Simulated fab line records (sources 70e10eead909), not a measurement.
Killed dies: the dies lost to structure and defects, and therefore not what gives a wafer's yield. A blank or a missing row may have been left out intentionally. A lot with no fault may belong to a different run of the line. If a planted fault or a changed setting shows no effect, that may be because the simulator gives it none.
Chamber matching -- flow nand_harc -- 4 sister chambers for NHARC_A_STAIRCASE_ETCHBACK_422 on rie_diel-09
The step etches the open film in CH3F/O2, target depth 40 nm, time 74.286 s. 14 wafers are shown with their chamber, then 7 later ones without.

== WAFERS, EACH WITH ITS CHAMBER ==
wafer,chamber,drypump_motor_current_A (A),showerhead_plenum_p_Torr (Torr),rf_vpp_V (V)
L076.1,0,5.2,2.43,244.6
L076.3,1,6.2,2.53,245.6
L076.6,2,5.7,2.55,246.3
L079.2,1,6.2,2.52,245.4
L079.3,3,5.9,2.33,242.5
L079.5,0,5.2,2.42,244.1
L078.2,0,5.3,2.42,242.6
L078.4,3,5.8,2.33,242.1
L078.5,3,5.9,2.33,243.3
L081.1,1,6.2,2.52,245.8
L081.2,2,5.7,2.54,246.5
L081.3,3,5.9,2.32,241.9
L086.1,3,5.9,2.32,241.8
L086.2,0,5.2,2.41,243.6

SIGNATURES, as means of the wafers listed above
reading,chamber 0,chamber 1,chamber 2,chamber 3,scatter within a chamber
drypump_motor_current_A,5.225,6.200,5.700,5.880,0.0394
showerhead_plenum_p_Torr,2.4200,2.5233,2.5450,2.3260,0.00661
rf_vpp_V,243.725,245.600,246.400,242.320,0.614
Rule: for each reading, subtract the chamber's mean from the wafer's reading, divide by that reading's scatter and square the result; add these up over the readings and take the root, which gives the wafer's distance from the chamber. The wafer belongs to the nearest chamber; if the next one is less than 2 further off, it can't be placed. The scatter: the root of (the sum of the squares of (reading less its chamber's mean) over the shown wafers, divided by (wafers less chambers)).

== WAFERS WHOSE CHAMBER IS MISSING ==
wafer,drypump_motor_current_A (A),showerhead_plenum_p_Torr (Torr),rf_vpp_V (V)
L086.6,5.7,2.53,245.6
L093.1,5.2,2.41,245.1
L093.4,5.9,2.31,243.8
L093.5,5.9,2.31,242.2
L096.1,6.2,2.51,245.1
L096.4,5.2,2.40,243.8
L096.5,5.2,2.40,242.9

== THE CHAMBER EACH PASSED THROUGH ==
wafer,from the rows above,in truth
L086.6,2,2
L093.1,0,0
L093.4,3,3
L093.5,3,3
L096.1,1,1
L096.4,0,0
L096.5,0,0
Placed correctly: 7 of 7. Left unplaced by these rows: 0. 0 placed wrongly.
